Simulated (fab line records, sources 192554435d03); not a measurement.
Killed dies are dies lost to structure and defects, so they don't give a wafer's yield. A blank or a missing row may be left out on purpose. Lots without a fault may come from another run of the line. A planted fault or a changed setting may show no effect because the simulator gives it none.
Chamber matching | flow n5_finfet | N5_BEOL_M2_ETCH_74 on rie_diel-01: 4 sister chambers
The step etches underlayer in N2/H2, target depth 6.5 nm, time 5.2 s. 16 wafers are shown with their chamber, then 8 later ones without.

WAFERS WITH THEIR CHAMBER
wafer  | chamber | throttle_valve_pct (%) | showerhead_plenum_p_Torr (Torr) | drypump_motor_current_A (A)
L076.1 | 2       | 18.2                   | 2.65                            | 5.8
L076.3 | 0       | 18.2                   | 2.50                            | 5.4
L076.5 | 2       | 18.2                   | 2.65                            | 5.9
L078.1 | 1       | 17.5                   | 2.56                            | 5.5
L078.4 | 0       | 18.2                   | 2.50                            | 5.4
L078.5 | 2       | 18.2                   | 2.65                            | 5.9
L079.2 | 2       | 18.2                   | 2.64                            | 5.9
L079.4 | 3       | 17.3                   | 2.49                            | 6.1
L079.6 | 1       | 17.5                   | 2.56                            | 5.5
L082.2 | 3       | 17.3                   | 2.49                            | 6.1
L082.4 | 1       | 17.5                   | 2.56                            | 5.6
L082.5 | 2       | 18.2                   | 2.64                            | 5.9
L085.2 | 0       | 18.3                   | 2.49                            | 5.5
L085.5 | 1       | 17.5                   | 2.56                            | 5.6
L085.6 | 0       | 18.3                   | 2.49                            | 5.5
L095.3 | 0       | 18.3                   | 2.48                            | 5.4

SIGNATURES (means of the wafers above)
reading                  | chamber 0 | chamber 1 | chamber 2 | chamber 3 | scatter within a chamber
throttle_valve_pct       | 18.260    | 17.500    | 18.200    | 17.300    | 0.0316
showerhead_plenum_p_Torr | 2.4920    | 2.5600    | 2.6460    | 2.4900    | 0.00577
drypump_motor_current_A  | 5.440     | 5.550     | 5.880     | 6.100     | 0.05
Rule: a wafer's distance from a chamber is the root of the sum, over the readings, of the square of ((its reading less the chamber's mean) divided by the reading's scatter). The wafer belongs to the nearest chamber; if the next one is less than 2 further off, it can't be placed. The scatter: the root of (the sum of the squares of (reading less its chamber's mean) over the shown wafers, divided by (wafers less chambers)).

WAFERS WITHOUT THEIR CHAMBER
wafer  | throttle_valve_pct (%) | showerhead_plenum_p_Torr (Torr) | drypump_motor_current_A (A)
L095.5 | 17.5                   | 2.55                            | 5.5
L095.6 | 18.3                   | 2.63                            | 5.9
L096.1 | 17.5                   | 2.55                            | 5.5
L096.3 | 18.3                   | 2.48                            | 5.5
L096.5 | 18.2                   | 2.63                            | 5.9
L097.2 | 17.5                   | 2.55                            | 5.5
L097.4 | 18.3                   | 2.48                            | 5.5
L097.6 | 18.3                   | 2.48                            | 5.5

WHICH CHAMBER EACH WENT THROUGH
wafer  | from the rows above | in truth
L095.5 | 1                   | 1
L095.6 | 2                   | 2
L096.1 | 1                   | 1
L096.3 | 0                   | 0
L096.5 | 2                   | 2
L097.2 | 1                   | 1
L097.4 | 0                   | 0
L097.6 | 0                   | 0
Placed correctly: 8 of 8. Can't be placed from these rows: 0. Placed wrongly: 0.
